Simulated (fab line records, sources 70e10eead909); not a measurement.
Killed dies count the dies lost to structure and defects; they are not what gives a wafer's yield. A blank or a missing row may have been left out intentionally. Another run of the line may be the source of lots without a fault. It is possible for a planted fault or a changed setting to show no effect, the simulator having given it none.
fab line records + flow nand_harc
[record]
- lots = 5
- wafers = 15
- last_day = 33
route steps=1302 shown A_CONTACT@1016 END@1302
lots that met no fault: taken from a fault-free run of the same line
start_h: the number of hours between the record's first day and the start of the first shown wafer of the lot + wait_h: hours elapsed since this lot's preceding step + " identical to the entry in the row above + L1.1+2: a row that stands for several wafers + - no value present, or no start provided + * or withheld: withheld + < > ~ a bound
route shown NAME@n: names a module that has steps shown in the file, with the first one's number in the route + usual: the fault-free wafers' mean and standard deviation + same: alike in all rows + chamber/n: place in a boat + sites: the reading at each site + _std_site: the standard deviation of these + _edge_site: outer sites' mean less inner sites' + radius_mm: how far each site lies from the wafer's centre + mask NAME#n: copy n + behind: tool/chamber where the wafer was last shaped + hold: reason for holding the lot/hours on hold/outcome of the hold + device: the transistor (n, p or np) that didn't switch + end of line: the route-end tests of the same wafers + where a step has no rows: the recipe by itself + killed: dies lost to structure and defects at the first sort, not the wafer's yield + map: dies across one wafer; x = killed, . = not, _ = none there
set.NAME: setting as actually run; set.NAME@STEP: the setting as run at that earlier step + model.NAME: the simulator's own value behind a step, which no gauge read
lots at selected steps of the route; one table per step, one row per wafer
services: the hour from which a tool's chamber was out of use, counted from the record's first day as start_h (under 0 if before that day), plus the number of hours and why
[[steps]]
[step NHARC_A_CONTACT_ETCH_122]
[recipe]
- source_w = withheld
- pressure_mtorr = 20
- bias_v = 3000
- time_s = 190
- target_depth_a = 18500
- ar_flow_sccm = withheld
- c4f8_flow_sccm = withheld
- o2_flow_sccm = withheld
- chemistry = C4F8/O2/Ar
| lot.wafer | tool            | chamber | start_h | wait_h | rf_hours_counter_h |
|-----------|-----------------|---------|---------|--------|--------------------|
| L701.1    | har_cap_etch-02 | 0       | 527.04  | 0.1    | 92                 |
| L701.4    | "               | 0       | "       | "      | -                  |
| L701.5    | "               | 0       | "       | "      | -                  |
| L707.4    | har_cap_etch-02 | 0       | 587.13  | 0.1    | -                  |
| L707.3    | "               | 1       | "       | "      | -                  |
| L707.5    | "               | 0       | "       | "      | -                  |
| L716.2    | har_cap_etch-02 | 0       | 678.92  | 0.1    | 122                |
| L716.1    | "               | 1       | "       | "      | 122                |
| L716.4    | "               | 1       | "       | "      | -                  |
| L718.2    | har_cap_etch-02 | 0       | 708.72  | 0.1    | 124                |
| L718.4    | "               | 0       | "       | "      | -                  |
| L718.3    | "               | 1       | "       | "      | -                  |
| L717.2    | har_cap_etch-01 | 0       | 713.86  | 0.1    | 38                 |
| L717.3    | "               | 1       | "       | "      | -                  |
| L717.6    | "               | 0       | "       | "      | -                  |
[step NHARC_A_CONTACT_ETCH_123]
[recipe]
- source_w = withheld
- pressure_mtorr = 20
- bias_v = 400
- time_s = 490
- target_depth_a = 21100
- ar_flow_sccm = withheld
- c4f8_flow_sccm = 11.5
- o2_flow_sccm = 7.2
- chemistry = C4F8/O2/Ar
| lot.wafer | tool            | chamber | start_h | wait_h | rf_hours_counter_h |
|-----------|-----------------|---------|---------|--------|--------------------|
| L701.1    | har_cap_etch-02 | 0       | 527.27  | 0.2    | 92                 |
| L701.4    | "               | 0       | "       | "      | -                  |
| L701.5    | "               | 0       | "       | "      | -                  |
| L707.4    | har_cap_etch-02 | 0       | 587.42  | 0.3    | -                  |
| L707.3    | "               | 1       | "       | "      | -                  |
| L707.5    | "               | 0       | "       | "      | -                  |
| L716.2    | har_cap_etch-02 | 0       | 679.10  | 0.1    | 122                |
| L716.1    | "               | 1       | "       | "      | 122                |
| L716.4    | "               | 1       | "       | "      | -                  |
| L718.2    | har_cap_etch-02 | 0       | 708.88  | 0.1    | 125                |
| L718.4    | "               | 0       | "       | "      | -                  |
| L718.3    | "               | 1       | "       | "      | -                  |
| L717.2    | har_cap_etch-01 | 0       | 714.09  | 0.2    | 38                 |
| L717.3    | "               | 1       | "       | "      | -                  |
| L717.6    | "               | 0       | "       | "      | -                  |
[step NHARC_A_CONTACT_ETCH_90]
[recipe]
- target_depth_a = 400
- over_etch_frac = 0.5
- time_s = 85.7
- ion_energy_ev = 120
- ch3f_flow_sccm = 50
- o2_flow_sccm = 30
- ar_flow_sccm = 200
- rf_w = 500
- bias_w = 100
- chemistry = CH3F/O2
[usual]
- drypump_motor_current_A = 5.4/0.4
- oes_product_au = 0.95/0.037
- rf_vpp_V = 243.7/1.7
- showerhead_plenum_p_Torr = 2.42/0.11
- throttle_valve_pct = 20.663/0.0091
| lot.wafer | tool        | chamber | start_h | wait_h | drypump_motor_current_A | oes_product_au | rf_hours_counter_h | rf_vpp_V | showerhead_plenum_p_Torr | throttle_valve_pct |
|-----------|-------------|---------|---------|--------|-------------------------|----------------|--------------------|----------|--------------------------|--------------------|
| L701.1    | rie_diel-06 | 1       | 528.15  | 0.8    | 5.2                     | 0.93           | 18                 | 246.0    | 2.61                     | 20.668             |
| L701.4    | "           | 3       | "       | "      | 5.4                     | 0.92           | 17                 | 241.4    | 2.29                     | 20.644             |
| L701.5    | "           | 1       | "       | "      | 5.2                     | 0.94           | -                  | 245.8    | 2.61                     | 20.660             |
| L707.3    | rie_diel-13 | 3       | 588.22  | 0.6    | 5.6                     | 1.00           | 10                 | 242.5    | 2.39                     | 20.645             |
| L707.4    | "           | 1       | "       | "      | 5.7                     | 0.98           | 11                 | 246.2    | 2.53                     | 20.669             |
| L707.5    | "           | 0       | "       | "      | 5.2                     | 0.99           | -                  | 244.7    | 2.46                     | 20.673             |
| L716.2    | rie_diel-13 | 3       | 680.07  | 0.9    | 5.5                     | 0.99           | 31                 | 243.7    | 2.38                     | 20.675             |
| L716.4    | "           | 0       | "       | "      | 5.2                     | 1.00           | 31                 | 243.9    | 2.45                     | 20.659             |
| L716.1    | "           | 1       | "       | "      | 5.7                     | 0.99           | 28                 | 245.4    | 2.52                     | 20.648             |
| L718.3    | rie_diel-13 | 3       | 710.01  | 0.8    | 5.6                     | 0.99           | 1                  | 242.5    | 2.38                     | 20.683             |
| L718.2    | "           | 1       | "       | "      | 5.7                     | 1.02           | 2                  | 246.1    | 2.52                     | 20.667             |
| L718.4    | "           | 2       | "       | "      | 4.9                     | 1.01           | 1                  | 242.9    | 2.30                     | 20.666             |
| L717.2    | rie_diel-13 | 2       | 715.01  | 0.8    | 4.9                     | 0.94           | 3                  | 242.1    | 2.30                     | 20.682             |
| L717.3    | "           | 0       | "       | "      | 5.2                     | 0.93           | 2                  | 245.8    | 2.45                     | 20.652             |
| L717.6    | "           | 2       | "       | "      | 4.9                     | 0.93           | -                  | 241.3    | 2.30                     | 20.672             |
[step NHARC_A_CONTACT_ETCH_96]
[recipe]
- target_depth_a = 200
- over_etch_frac = 0.5
- time_s = 10
- ion_energy_ev = 250
- c4f6_flow_sccm = 25
- o2_flow_sccm = 20
- ar_flow_sccm = 500
- rf_w = 600
- bias_w = 500
- chemistry = C4F6/O2
[step NHARC_A_CONTACT_CD_MEAS_53]
[usual]
- cd_nm = 289.5/0.9
| lot.wafer | tool      | chamber | start_h | wait_h | cd_nm |
|-----------|-----------|---------|---------|--------|-------|
| L701.1    | cd_sem-02 | -       | 528.37  | -      | 289.5 |
| L701.4    | "         | -       | "       | "      | 289.9 |
| L701.5    | "         | -       | "       | "      | 289.3 |
| L707.3    | cd_sem-01 | -       | 588.44  | -      | 287.0 |
| L707.4    | "         | -       | "       | "      | 286.9 |
| L707.5    | "         | -       | "       | "      | 287.6 |
| L716.1    | cd_sem-01 | -       | 680.29  | -      | 289.2 |
| L716.2    | "         | -       | "       | "      | 289.5 |
| L716.4    | "         | -       | "       | "      | 289.6 |
| L718.2    | cd_sem-02 | -       | 710.23  | -      | 289.2 |
| L718.3    | "         | -       | "       | "      | 289.5 |
| L718.4    | "         | -       | "       | "      | 289.1 |
| L717.2    | cd_sem-03 | -       | 715.21  | -      | 289.4 |
| L717.3    | "         | -       | "       | "      | 289.3 |
| L717.6    | "         | -       | "       | "      | 289.9 |
[step NHARC_A_CONTACT_STRIP_99]
[recipe]
- n2_flow_sccm = 150
- h2_flow_sccm = 150
- ar_flow_sccm = 0
- bias_w = 0
- chemistry = N2/H2
[step NHARC_A_CONTACT_STRIP_100]
[recipe]
- cf4_flow_sccm = 100
- chf3_flow_sccm = 30
- ar_flow_sccm = 0
- bias_w = 0
- chemistry = CF4/CHF3
[step NHARC_A_CONTACT_STRIP_101]
[recipe]
- o2_flow_sccm = 400
- cos_flow_sccm = 20
- ar_flow_sccm = 0
- bias_w = 0
- chemistry = O2/COS
[step NHARC_A_CONTACT_ETCH_102]
[recipe]
- target_depth_a = 1000
- overetch_a = 100
- time_s = 55
- ion_energy_ev = 100
- cf4_flow_sccm = 80
- o2_flow_sccm = 20
- ar_flow_sccm = 0
- rf_w = 300
- bias_w = 100
- chemistry = CF4/O2
[usual]
- drypump_motor_current_A = 5.5/0.49
- oes_product_au = 1.002/0.012
- rf_vpp_V = 197.5/1.5
- showerhead_plenum_p_Torr = 1.32/0.062
- throttle_valve_pct = 13.396/0.0084
| lot.wafer | tool        | chamber | start_h | wait_h | drypump_motor_current_A | oes_product_au | rf_hours_counter_h | rf_vpp_V | showerhead_plenum_p_Torr | throttle_valve_pct |
|-----------|-------------|---------|---------|--------|-------------------------|----------------|--------------------|----------|--------------------------|--------------------|
| L701.1    | rie_diel-12 | 0       | 528.71  | 0.1    | 6.3                     | 1.001          | 28                 | 197.1    | 1.35                     | 13.385             |
| L701.4    | "           | 2       | "       | "      | 5.4                     | 0.983          | 30                 | 195.3    | 1.26                     | 13.401             |
| L701.5    | "           | 0       | "       | "      | 6.3                     | 1.000          | -                  | 197.3    | 1.35                     | 13.388             |
| L707.3    | rie_diel-12 | 0       | 588.88  | 0.2    | 6.3                     | 1.001          | 51                 | 197.5    | 1.35                     | 13.394             |
| L707.4    | "           | 2       | "       | "      | 5.4                     | 0.982          | 49                 | 197.4    | 1.25                     | 13.390             |
| L707.5    | "           | 0       | "       | "      | 6.3                     | 1.001          | -                  | 197.5    | 1.35                     | 13.397             |
| L716.4    | rie_diel-13 | 2       | 680.59  | 0.1    | 4.9                     | 0.991          | 28                 | 195.6    | 1.25                     | 13.405             |
| L716.1    | "           | 3       | "       | "      | 5.6                     | 0.992          | 31                 | 197.2    | 1.29                     | 13.404             |
| L716.2    | "           | 0       | "       | "      | 5.2                     | 0.988          | 31                 | 198.1    | 1.33                     | 13.404             |
| L718.2    | rie_diel-06 | 3       | 710.53  | 0.1    | 5.4                     | 0.985          | 14                 | 200.4    | 1.44                     | 13.399             |
| L718.4    | "           | 0       | "       | "      | 5.4                     | 1.000          | 12                 | 195.9    | 1.25                     | 13.385             |
| L718.3    | "           | 1       | "       | "      | 5.3                     | 0.997          | 15                 | 200.5    | 1.40                     | 13.396             |
| L717.3    | rie_diel-13 | 2       | 715.51  | 0.1    | 4.9                     | 1.004          | 3                  | 196.1    | 1.25                     | 13.395             |
| L717.2    | "           | 3       | "       | "      | 5.5                     | 0.992          | 2                  | 195.9    | 1.29                     | 13.398             |
| L717.6    | "           | 1       | "       | "      | 5.6                     | 1.002          | -                  | 198.9    | 1.37                     | 13.389             |
[step NHARC_A_CONTACT_STRIP_55]
[recipe]
- o2_flow_sccm = 500
- ar_flow_sccm = 0
- bias_w = 0
- chemistry = O2
[step NHARC_A_CONTACT_STRIP_56]
[recipe]
- time_s = 600
- temp_c = 30
- chemistry = post_etch_residue_remover
[step NHARC_A_CONTACT_DEP_57]
[recipe]
- target_thk_a = 53000
- temp_c = 400
- material = aC
[step NHARC_A_CONTACT_DEP_58]
[recipe]
- target_thk_a = 900
- target_thk_nm = 90
- temp_c = 400
- pressure_torr = 3.5
- flow_sccm = 200
- rf_w = 350
- material = SiON
[usual]
- heater_power_w = 740/110
| lot.wafer | tool     | chamber | start_h | wait_h | heater_power_w |
|-----------|----------|---------|---------|--------|----------------|
| L701.1    | pecvd-01 | 2       | 535.39  | 2.7    | 723            |
| L701.4    | "        | 2       | "       | "      | 735            |
| L701.5    | "        | 0       | "       | "      | 844            |
| L707.3    | pecvd-03 | 0       | 594.94  | 1.8    | 784            |
| L707.5    | "        | 1       | "       | "      | 819            |
| L707.4    | "        | 0       | "       | "      | 776            |
| L716.2    | pecvd-03 | 1       | 684.51  | 2.2    | 786            |
| L716.1    | "        | 2       | "       | "      | 712            |
| L716.4    | "        | 0       | "       | "      | 784            |
| L718.3    | pecvd-01 | 2       | 715.64  | 1.6    | 714            |
| L718.2    | "        | 0       | "       | "      | 1083           |
| L718.4    | "        | 1       | "       | "      | 613            |
| L717.3    | pecvd-04 | 2       | 723.53  | 1.6    | 762            |
| L717.2    | "        | 1       | "       | "      | 602            |
| L717.6    | "        | 1       | "       | "      | 599            |
[step NHARC_A_CONTACT_DEHYDRATE_59]
[recipe]
- temp_c = 150
- time_s = 120
[step NHARC_A_CONTACT_HMDS_60]
[recipe]
- time_s = 30
[step NHARC_A_CONTACT_COAT_61]
[recipe]
- temp_c = 260
- time_s = 75
[step NHARC_A_CONTACT_COAT_62]
[recipe]
- temp_c = 225
- time_s = 65
[step NHARC_A_CONTACT_COAT_63]
[recipe]
- spin_rpm = 1500
- resist_thk_nm = 90
[step NHARC_A_CONTACT_SOFTBAKE_64]
[recipe]
- temp_c = 105
- time_s = 55
[step NHARC_A_CONTACT_EBR_65]
[step NHARC_A_CONTACT_EXPOSE_66]
[recipe]
- na = 1.35
- sigma_outer = 0.8
- dose_mj = 59.02
- mask_id = A_CC_2
[step NHARC_A_CONTACT_PEB_67]
[recipe]
- peb_temp_c = 100
- peb_time_s = 65
[step NHARC_A_CONTACT_DEVELOP_68]
[recipe]
- develop_time_s = 35
- dev_temp_c = 23
[step NHARC_A_CONTACT_CD_MEAS_69]
[recipe]
- target_cd_nm = 300
- landing_energy_ev = 500
[usual]
- cd_nm = 300.0/0.52
| lot.wafer | tool      | chamber | start_h | wait_h | cd_nm |
|-----------|-----------|---------|---------|--------|-------|
| L701.1    | cd_sem-02 | 0       | 536.08  | -      | 300.2 |
| L701.4    | "         | 0       | "       | "      | 299.7 |
| L701.5    | "         | 0       | "       | "      | 299.6 |
| L707.3    | cd_sem-03 | 0       | 595.61  | -      | 299.2 |
| L707.4    | "         | 0       | "       | "      | 300.0 |
| L707.5    | "         | 0       | "       | "      | 300.5 |
| L716.1    | cd_sem-03 | 0       | 685.20  | -      | 298.9 |
| L716.2    | "         | 0       | "       | "      | 299.0 |
| L716.4    | "         | 0       | "       | "      | 299.7 |
| L718.2    | cd_sem-01 | 0       | 716.36  | -      | 299.9 |
| L718.3    | "         | 0       | "       | "      | 299.6 |
| L718.4    | "         | 0       | "       | "      | 299.4 |
| L717.2    | cd_sem-03 | 0       | 724.25  | -      | 300.7 |
| L717.3    | "         | 0       | "       | "      | 300.0 |
| L717.6    | "         | 0       | "       | "      | 300.8 |
[step NHARC_A_CONTACT_OVL_MEAS_70]
[usual]
- overlay_x_nm = 0.0/0.73
- overlay_y_nm = 0.2/0.72
| lot.wafer | tool       | chamber | start_h | wait_h | overlay_x_nm | overlay_y_nm |
|-----------|------------|---------|---------|--------|--------------|--------------|
| L701.1    | overlay-02 | -       | 536.17  | -      | 0.3          | -1.7         |
| L701.4    | "          | -       | "       | "      | -0.2         | -1.9         |
| L701.5    | "          | -       | "       | "      | -0.3         | -0.9         |
| L707.3    | overlay-02 | -       | 595.70  | -      | 0.5          | 1.1          |
| L707.4    | "          | -       | "       | "      | 1.2          | 1.3          |
| L707.5    | "          | -       | "       | "      | 0.4          | 0.5          |
| L716.1    | overlay-02 | -       | 685.29  | -      | -0.2         | 1.0          |
| L716.2    | "          | -       | "       | "      | -0.4         | 0.7          |
| L716.4    | "          | -       | "       | "      | -0.7         | 0.8          |
| L718.2    | overlay-02 | -       | 716.45  | -      | 0.2          | -0.6         |
| L718.3    | "          | -       | "       | "      | 0.1          | -0.4         |
| L718.4    | "          | -       | "       | "      | 0.2          | -0.1         |
| L717.2    | overlay-02 | -       | 724.34  | -      | 1.0          | 0.4          |
| L717.3    | "          | -       | "       | "      | 0.6          | 0.7          |
| L717.6    | "          | -       | "       | "      | 0.1          | 0.0          |
[step NHARC_A_CONTACT_INSPECT_71]
[usual]
- raw_defect_count = 83/43
| lot.wafer | tool              | chamber | start_h | wait_h | raw_defect_count |
|-----------|-------------------|---------|---------|--------|------------------|
| L701.1    | defect_inspect-02 | -       | 536.20  | 0.0    | 15               |
| L701.4    | "                 | -       | "       | "      | 20               |
| L701.5    | "                 | -       | "       | "      | 22               |
| L707.3    | defect_inspect-02 | -       | 595.73  | 0.0    | 39               |
| L707.4    | "                 | -       | "       | "      | 40               |
| L707.5    | "                 | -       | "       | "      | 43               |
| L716.1    | defect_inspect-01 | -       | 685.32  | 0.0    | 133              |
| L716.2    | "                 | -       | "       | "      | 1411             |
| L716.4    | "                 | -       | "       | "      | 129              |
| L718.2    | defect_inspect-01 | -       | 716.48  | 0.0    | 80               |
| L718.3    | "                 | -       | "       | "      | 87               |
| L718.4    | "                 | -       | "       | "      | 74               |
| L717.2    | defect_inspect-01 | -       | 724.37  | 0.0    | 74               |
| L717.3    | "                 | -       | "       | "      | 74               |
| L717.6    | "                 | -       | "       | "      | 80               |
[step NHARC_A_CONTACT_DESCUM_74]
[recipe]
- time_s = 3
- o2_flow_sccm = 200
- ar_flow_sccm = 0
- bias_power_w = 0
- chemistry = O2
[usual]
- drypump_motor_current_A = 5.5/0.46
- oes_product_au = 1.001/0.011
- rf_vpp_V = 57.7/0.84
- showerhead_plenum_p_Torr = 1.88/0.085
- throttle_valve_pct = 11.312/0.0087
| lot.wafer | tool        | chamber | start_h | wait_h | drypump_motor_current_A | oes_product_au | rf_hours_counter_h | rf_vpp_V | showerhead_plenum_p_Torr | throttle_valve_pct |
|-----------|-------------|---------|---------|--------|-------------------------|----------------|--------------------|----------|--------------------------|--------------------|
| L701.1    | rie_diel-13 | 3       | 536.27  | 0.1    | 5.6                     | 0.991          | 1                  | 57.2     | 1.86                     | 11.313             |
| L701.4    | "           | 1       | "       | "      | 5.7                     | 1.000          | 1                  | 58.3     | 1.97                     | 11.330             |
| L701.5    | "           | 3       | "       | "      | 5.6                     | 1.004          | -                  | 57.6     | 1.86                     | 11.310             |
| L707.4    | rie_diel-12 | 2       | 595.81  | 0.1    | 5.5                     | 0.999          | 51                 | 57.0     | 1.79                     | 11.298             |
| L707.3    | "           | 3       | "       | "      | 5.9                     | 1.028          | 48                 | 57.6     | 2.06                     | 11.317             |
| L707.5    | "           | 1       | "       | "      | 6.6                     | 1.006          | -                  | 57.0     | 1.78                     | 11.322             |
| L716.1    | rie_diel-13 | 3       | 685.39  | 0.1    | 5.6                     | 0.997          | 31                 | 57.2     | 1.85                     | 11.312             |
| L716.2    | "           | 0       | "       | "      | 5.2                     | 1.012          | 31                 | 57.9     | 1.91                     | 11.320             |
| L716.4    | "           | 1       | "       | "      | 5.7                     | 1.002          | 28                 | 57.3     | 1.96                     | 11.326             |
| L718.3    | rie_diel-13 | 3       | 716.54  | 0.1    | 5.5                     | 0.993          | 2                  | 58.5     | 1.85                     | 11.316             |
| L718.4    | "           | 0       | "       | "      | 5.2                     | 0.990          | 2                  | 57.7     | 1.91                     | 11.325             |
| L718.2    | "           | 1       | "       | "      | 5.7                     | 1.009          | 3                  | 57.7     | 1.96                     | 11.330             |
| L717.2    | rie_diel-12 | 3       | 724.43  | 0.1    | 5.9                     | 1.036          | 31                 | 58.5     | 2.05                     | 11.333             |
| L717.3    | "           | 0       | "       | "      | 6.3                     | 1.028          | 33                 | 57.3     | 1.92                     | 11.307             |
| L717.6    | "           | 3       | "       | "      | 5.9                     | 1.029          | -                  | 56.7     | 2.05                     | 11.298             |
[step NHARC_END_SORT_01]
[recipe]
- temp_c = 25
[usual]
- killed_at_array = 55/22
- killed_at_other = 1.1/1.4
- killed_at_periphery = 4/3.2
- killed_dies = 59/22
- killed_open = 3.3/1.8
- killed_short = 2.5/1.5
[same]
- gross_dies = 677
| lot.wafer | tool      | chamber | start_h | wait_h | killed_at_array | killed_at_other | killed_at_periphery | killed_dies | killed_open | killed_short |
|-----------|-----------|---------|---------|--------|-----------------|-----------------|---------------------|-------------|-------------|--------------|
| L716.2    | prober-02 | 0       | 744.04  | 2.8    | 141             | 2               | 2                   | 145         | 3           | 2            |
// killed by level:class
L716.2 A_CONTACT:unspecified=71 A_SLIT:chamber_film_flake=34 A_CHANNEL_HOLE_D2:chamber_film_flake=14 A_CHANNEL_HOLE_D1:chamber_film_flake=10 A_DECK1_JOINT:chamber_film_flake=3 A_CONTACT:chamber_film_flake=3 THIN_TSV:chamber_film_flake=2 P_CONTACT:geometric_particle:open=1
// map L716.2 (x killed, . not)
____________.____________
_________......._________
_______..........._______
______..x..........______
_____....x.........._____
____.................____
____....x............____
___..x...........x..x.___
___.x..........x......___
__............xx.......__
__...........xx..x.....__
_...........xx.xx......._
_............xxxxx......_
_.....xx.....xxxxx......_
_.............xxxxx....._
_.x.x.........xxx......._
......x.......x.x........
.x.............xxx.......
.......x.................
.........................
....................x....
_...................x..._
_......................._
_...................x..x_
_...................xx.._
_......x.xx........xxxx._
__....xxxx.........xx.x__
__...x.xxxxxx....xxxxx.__
___..xxxxxxxx.....xxx.___
___.xxxxxxx.x....xxxx.___
____.xxxxxxx.........____
____xxxxxxxxx.x....x.____
_____xxxxxxxx......._____
______xxxxxxxx.....______
_______xxxxx......_______
_________xxxx..._________
____________.____________
// map L707.5 (x killed, . not)
____________.____________
_________......._________
_______..........._______
______.............______
_____..............._____
____.................____
____....x............____
___....x..............___
___...................___
__...x.x...............__
__.....................__
_....x..x..............._
_............x.........._
_...........x...x......._
_.......x......x........_
_......................._
...............x.........
...x.......x.............
........x..xx............
.........................
.........................
_......................._
_........x.............._
_.................xx...._
_......x...........x...._
_..........x.......xxxx._
__.......x.......xxxxxx__
__.................xxxx__
___.............x...x.___
___...............x.x.___
____..............xx.____
____.................____
_____.........xx...._____
______...x.........______
_______..........._______
_________......._________
____________.____________
[[services]]
| tool            | chamber | start_h | hours | kind       |
|-----------------|---------|---------|-------|------------|
| rie_diel-13     | -       | 519.00  | 9.0   | pm         |
| rie_diel-13     | 0       | 519.00  | 9.0   | vent_cycle |
| rie_diel-13     | 1       | 519.00  | 9.0   | vent_cycle |
| pecvd-04        | -       | 530.24  | 1.7   | repair     |
| har_cap_etch-01 | -       | 533.08  | 1.5   | repair     |
| pecvd-03        | -       | 547.20  | 13.0  | pm         |
| pecvd-01        | -       | 588.60  | 0.9   | repair     |
| pecvd-01        | -       | 594.35  | 3.7   | repair     |
| rie_diel-06     | -       | 595.66  | 1.1   | repair     |
| rie_diel-12     | -       | 622.52  | 9.0   | pm         |
| pecvd-03        | 2       | 622.86  | 7.9   | repair     |
| pecvd-01        | 0       | 626.42  | 19.4  | repair     |
| pecvd-04        | -       | 631.31  | 13.0  | pm         |
| pecvd-01        | -       | 648.96  | 0.8   | repair     |
| rie_diel-12     | 3       | 659.32  | 4.4   | repair     |
| rie_diel-06     | 3       | 659.80  | 7.1   | repair     |
| rie_diel-06     | -       | 662.19  | 9.0   | pm         |
| pecvd-01        | -       | 673.93  | 13.0  | pm         |
| rie_diel-06     | 0       | 684.17  | 3.9   | repair     |
| rie_diel-06     | 3       | 685.44  | 4.0   | repair     |
| rie_diel-13     | -       | 696.00  | 9.0   | pm         |
| rie_diel-06     | 1       | 712.29  | 6.2   | repair     |
| rie_diel-12     | 3       | 715.36  | 4.2   | repair     |
| pecvd-04        | 2       | 715.68  | 5.5   | repair     |
[[key]]
[first_sign]
- step = NHARC_A_CONTACT_INSPECT_71
- reading = raw_defect_count
- direction = up
- sigmas = 31
- usual = 83
- struck = 1411
[effect]
- step = NHARC_END_SORT_01
- reading = killed_dies
- direction = up
- sigmas = 4
- usual = 59
- struck = 145
[more_kills_born_at]
- NHARC_A_CONTACT_DEP_58@pecvd-03 = 71
met_at NHARC_A_CONTACT_DEP_58
struck_wafers L716.2
tester_left_out L716
onset_between 594.94 684.51
[fault]
- kind = chamber_particle_source
- tool = pecvd-03
- chamber = 1
- onset_h = 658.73
- steps = NHARC_A_CONTACT_DEP_58
- rate_per_visit_cm2 = 2.0174
- end_h = 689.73
// tester_left_out: of these lots the tester's yield and bins aren't shown, on N5 and GAA mostly nor the transistor test; their killed dies are dies lost to structure and defects alone, not to doping, threshold or leakage, so they don't give the yield
